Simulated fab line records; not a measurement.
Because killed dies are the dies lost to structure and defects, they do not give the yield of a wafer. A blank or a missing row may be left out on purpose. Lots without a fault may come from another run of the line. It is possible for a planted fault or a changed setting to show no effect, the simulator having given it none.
A struck lot beside a sound one || flow nandHarc || 17 steps out of a route of 1302
Sound: wafers L395.1, L395.2, L395.3. Struck: wafers L407.4, L407.5 (left out: L407.2, a lot-mate that was not struck); the cause follows at the end.
Order at every step that has rows: each side's tool, ch and its chambers, its first start. Under that, the readings that differ: sound wafers || struck wafers || difference of the means || sigmas: that difference in standard deviations of wafers without a fault.
alike: a reading whose means differ by less than 2 such deviations, as well as words and numbers matching on both sides. not compared: withheld readings; readings where some wafer has no value; bounds like >300 that might hide an equal value; numbers whose values overlap and for which the record gives no deviation.
Wherever a step has rows on one side only, a row that says differs or no value, or a row with sigmas, the two part there. When numbers do not overlap yet have no deviation, they are printed without sigmas and do not part them. Lack of a reading on every wafer of one side parts them only where that side has two or more wafers.

NHARC_A_M0_OVL_MEAS_10: pitch 160 nm.
  sound on overlay-02 at day 24 15:34; struck on overlay-01 at day 30 09:14
  alike: overlayXNm, overlayYNm
NHARC_A_M0_INSPECT_11:
  sound on defectInspect-01 at day 24 15:37; struck on defectInspect-01 at day 30 09:16
  alike: rawDefectCount
NHARC_A_M0_DESCUM_14: chemistry O2, time 3 s.
  sound on rieDiel-09 ch 0,1,2, day 24 15:40; struck on rieDiel-09 ch 0, day 30 09:20
{"reading": "oesProductAu (a.u.)", "sound": "0.993 0.992 1.000", "struck": "1.015 1.017", "difference": "+0.021", "sigmas": "+2"}
  alike: drypumpMotorCurrentA, rfVppV, showerheadPlenumPTorr, throttleValvePct
  not compared: rfHoursCounterH
then, 1 step without rows for these wafers: NHARC_A_M0_ETCH_34 (etches the open film in N2/H2, target depth 40 nm, overetch 12 nm, time 43.94 s).
NHARC_A_M0_ETCH_15: etches the open film in C4F8/Ar, target depth 150 nm, overetch 15 nm, time 82.5 s.
  sound: rieDiel-09 ch 1,2,3; struck: rieDiel-09 ch 0,3
  alike: oesProductAu, rfFwdPowerW, rfVppV
  not compared: rfHoursCounterH
NHARC_A_M0_CD_MEAS_16:
  sound on cdSem-01 at day 24 15:58; struck on cdSem-03 at day 30 09:38
  alike: cdNm
NHARC_A_M0_STRIP_18: strips in N2/H2.
  sound on rieDiel-05 ch 0,1,3, day 24 16:03; struck on rieDiel-02 ch 0,3, day 30 09:42
{"reading": "rfHoursCounterH (h)", "sound": "7 7 6", "struck": "- -", "difference": "no value on the struck wafers", "sigmas": ""}
  alike: drypumpMotorCurrentA, oesProductAu, rfFwdPowerW, rfVppV, showerheadPlenumPTorr, throttleValvePct
then, 1 step without rows for these wafers: NHARC_A_M0_STRIP_19 (strips in post etch residue remover, time 600 s).
NHARC_A_M0_DEGAS_28: time 60 s.
  sound on pvdSputter-02 at day 24 16:35; struck on pvdSputter-02 at day 30 10:18
  alike: heaterPowerW
NHARC_A_M0_PRE_CLEAN_29: time 30 s.
  sound on pvdSputter-02; struck on pvdSputter-02
  alike: heaterPowerW
then, 2 steps without rows for these wafers: NHARC_A_M0_PVD_20 (deposits TaN, target thk 5 nm, time 8.06 s); NHARC_A_M0_PVD_21 (deposits Cu, target thk 30 nm, time 20.49 s).
NHARC_A_M0_ECD_22: material Cu, target thk 400 nm.
  sound on ecdCu-01 ch 0,1, day 24 16:57; struck on ecdCu-02 ch 0, day 30 10:44
then, 1 step without rows for these wafers: NHARC_A_M0_ANNEAL_30 (time 90 s).
NHARC_A_M0_CMP_23: polishes, t overpolish 20 s, target thk 113.75 nm.
  sound on cmp-01 ch 1,2,3, day 24 17:40; struck on cmp-04 ch 1,3, day 30 11:34
{"reading": "timeToEndpointS (s)", "sound": "30.6 29.5 30.0", "struck": "12.2 16.2", "difference": -15.8, "sigmas": -8}
  alike: motorCurrentA
NHARC_A_M0_THK_MEAS_24: measures by xrf.
  sound on filmMetro-02 at day 24 17:59; struck on filmMetro-01 at day 30 11:53
  alike: thkNm
NHARC_END_SORT_01:
  the record has rows for the sound wafers here (prober-01 ch 0, day 26 10:35) and none for the struck ones

## WHERE THEY PART
Earliest at NHARC_A_M0_DESCUM_14; latest, in this record, at NHARC_END_SORT_01.

WHY: what had been put in by the simulator
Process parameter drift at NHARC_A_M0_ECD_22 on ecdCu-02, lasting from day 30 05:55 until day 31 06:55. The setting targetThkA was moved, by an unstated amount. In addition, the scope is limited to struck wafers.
